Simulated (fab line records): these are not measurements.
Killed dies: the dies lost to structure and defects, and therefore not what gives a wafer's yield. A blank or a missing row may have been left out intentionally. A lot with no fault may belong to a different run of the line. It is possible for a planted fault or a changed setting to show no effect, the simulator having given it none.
Matching of chambers / flow n5_finfet / N5_BEOL_M6_DEP_56 on pecvd-03: 3 sister chambers
The step deposits SiCN from 3MS/NH3, target thk 10 nm, time 17.5 s. 6 wafers are shown with their chamber, then 11 later ones without.

WAFERS PAIRED WITH THEIR CHAMBERS
wafer=L088.4; chamber=2; rf_fwd_power_W (W)=198.5; throttle_valve_pct (%)=8.9
wafer=L090.5; chamber=0; rf_fwd_power_W (W)=199.6; throttle_valve_pct (%)=9.3
wafer=L091.1; chamber=1; rf_fwd_power_W (W)=198.5; throttle_valve_pct (%)=9.0
wafer=L091.2; chamber=2; rf_fwd_power_W (W)=199.0; throttle_valve_pct (%)=8.9
wafer=L091.4; chamber=0; rf_fwd_power_W (W)=199.8; throttle_valve_pct (%)=9.2
wafer=L093.3; chamber=1; rf_fwd_power_W (W)=198.5; throttle_valve_pct (%)=9.0

WAFERS WHOSE CHAMBER IS MISSING
wafer=L093.4; rf_fwd_power_W (W)=199.1; throttle_valve_pct (%)=9.6
wafer=L093.6; rf_fwd_power_W (W)=198.6; throttle_valve_pct (%)=8.6
wafer=L092.1; rf_fwd_power_W (W)=200.8; throttle_valve_pct (%)=9.1
wafer=L092.3; rf_fwd_power_W (W)=198.4; throttle_valve_pct (%)=9.3
wafer=L092.5; rf_fwd_power_W (W)=199.7; throttle_valve_pct (%)=9.1
wafer=L095.1; rf_fwd_power_W (W)=199.3; throttle_valve_pct (%)=9.4
wafer=L095.4; rf_fwd_power_W (W)=197.6; throttle_valve_pct (%)=9.4
wafer=L095.5; rf_fwd_power_W (W)=199.6; throttle_valve_pct (%)=9.5
wafer=L097.3; rf_fwd_power_W (W)=198.5; throttle_valve_pct (%)=9.1
wafer=L097.4; rf_fwd_power_W (W)=199.1; throttle_valve_pct (%)=9.4
wafer=L097.5; rf_fwd_power_W (W)=198.1; throttle_valve_pct (%)=8.9

WHICH CHAMBER EACH WENT THROUGH
wafer=L093.4; from the rows above=0; in truth=0
wafer=L093.6; from the rows above=2; in truth=2
wafer=L092.1; from the rows above=0; in truth=0
wafer=L092.3; from the rows above=can't be placed: 0 or 1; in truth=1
wafer=L092.5; from the rows above=0; in truth=0
wafer=L095.1; from the rows above=0; in truth=0
wafer=L095.4; from the rows above=can't be placed: 0 or 1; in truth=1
wafer=L095.5; from the rows above=0; in truth=0
wafer=L097.3; from the rows above=1; in truth=1
wafer=L097.4; from the rows above=0; in truth=0
wafer=L097.5; from the rows above=can't be placed: 2 or 1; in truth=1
Correctly placed: 8 of 11. Not placeable from these rows: 3 (in 3, the candidates include the true chamber). Number placed wrongly: 0.
How it was worked out, from the rows above alone: a wafer's distance from a chamber is the root of the sum, over the readings, of the square of ((its reading less the chamber's mean) divided by the reading's scatter). The wafer belongs to the nearest chamber; if the next one is less than 2 further off, it can't be placed. Each chamber's mean is taken over the wafers shown for it. The scatter: take each reading less its chamber's mean, square it, sum over the shown wafers, divide by the number of wafers less the number of chambers, and take the root.
